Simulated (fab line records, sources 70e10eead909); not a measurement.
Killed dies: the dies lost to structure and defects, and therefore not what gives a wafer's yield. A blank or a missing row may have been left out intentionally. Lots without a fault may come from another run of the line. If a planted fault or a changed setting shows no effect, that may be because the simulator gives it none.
Matching of chambers | flow nand harc | rie diel-09 running NHARC_P_M0_ETCH_34: 4 sister chambers
The step etches the open film in N2/H2, target depth 40 nm, overetch 12 nm, time 43.94 s. 14 wafers are shown with their chamber, then 7 later ones without.

== WAFERS PAIRED WITH THEIR CHAMBERS ==
wafer  | chamber | drypump motor current A (A) | rf vpp V (V) | oes product au (a.u.)
L681.1 | 2       | 5.7                         | 431.6        | 1.011
L681.2 | 3       | 5.9                         | 426.7        | 0.998
L681.6 | 0       | 5.4                         | 434.0        | 1.008
L687.2 | 0       | 5.5                         | 434.4        | 1.012
L687.4 | 1       | 5.7                         | 428.4        | 0.994
L687.6 | 3       | 5.9                         | 427.3        | 1.001
L686.1 | 3       | 5.9                         | 428.2        | 1.002
L686.2 | 2       | 5.7                         | 431.3        | 1.011
L686.5 | 3       | 5.9                         | 428.1        | 1.007
L688.3 | 1       | 5.7                         | 430.8        | 0.996
L688.5 | 1       | 5.7                         | 430.2        | 0.992
L688.6 | 2       | 5.7                         | 430.2        | 1.007
L689.1 | 2       | 5.7                         | 431.2        | 1.007
L689.3 | 3       | 5.9                         | 426.1        | 1.002

SIGNATURES (averages over the wafers above)
reading                 | chamber 0 | chamber 1 | chamber 2 | chamber 3 | scatter within a chamber
drypump motor current A | 5.450     | 5.700     | 5.700     | 5.900     | 0.0224
rf vpp V                | 434.200   | 429.800   | 431.075   | 427.280   | 0.869
oes product au          | 1.01000   | 0.99400   | 1.00900   | 1.00200   | 0.00272
Rule: for a wafer and a chamber, the distance is found by dividing, reading by reading, the gap between the wafer's reading and the chamber's mean by the reading's scatter, squaring, summing and taking the root. The wafer belongs to the nearest chamber; if the next one is less than 2 further off, it can't be placed. The scatter: take each reading less its chamber's mean, square it, sum over the shown wafers, divide by the number of wafers less the number of chambers, and take the root.

== WAFERS WITH NO CHAMBER GIVEN ==
wafer  | drypump motor current A (A) | rf vpp V (V) | oes product au (a.u.)
L689.4 | 5.7                         | 429.7        | 0.993
L694.2 | 5.7                         | 431.2        | 0.999
L694.3 | 5.9                         | 427.5        | 0.999
L694.6 | 5.7                         | 431.0        | 1.008
L695.2 | 5.7                         | 429.8        | 0.990
L695.4 | 5.9                         | 428.1        | 0.994
L695.6 | 5.9                         | 426.8        | 0.991

== WHICH CHAMBER EACH ONE RAN IN ==
wafer  | from the rows above     | in truth
L689.4 | 1                       | 1
L694.2 | can't be placed: 1 or 2 | 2
L694.3 | 3                       | 3
L694.6 | 2                       | 2
L695.2 | 1                       | 1
L695.4 | 3                       | 3
L695.6 | 3                       | 3
Placed correctly: 6 of 7. Can't be placed from these rows: 1 (the true chamber is among the candidates in 1). Placed wrongly: 0.
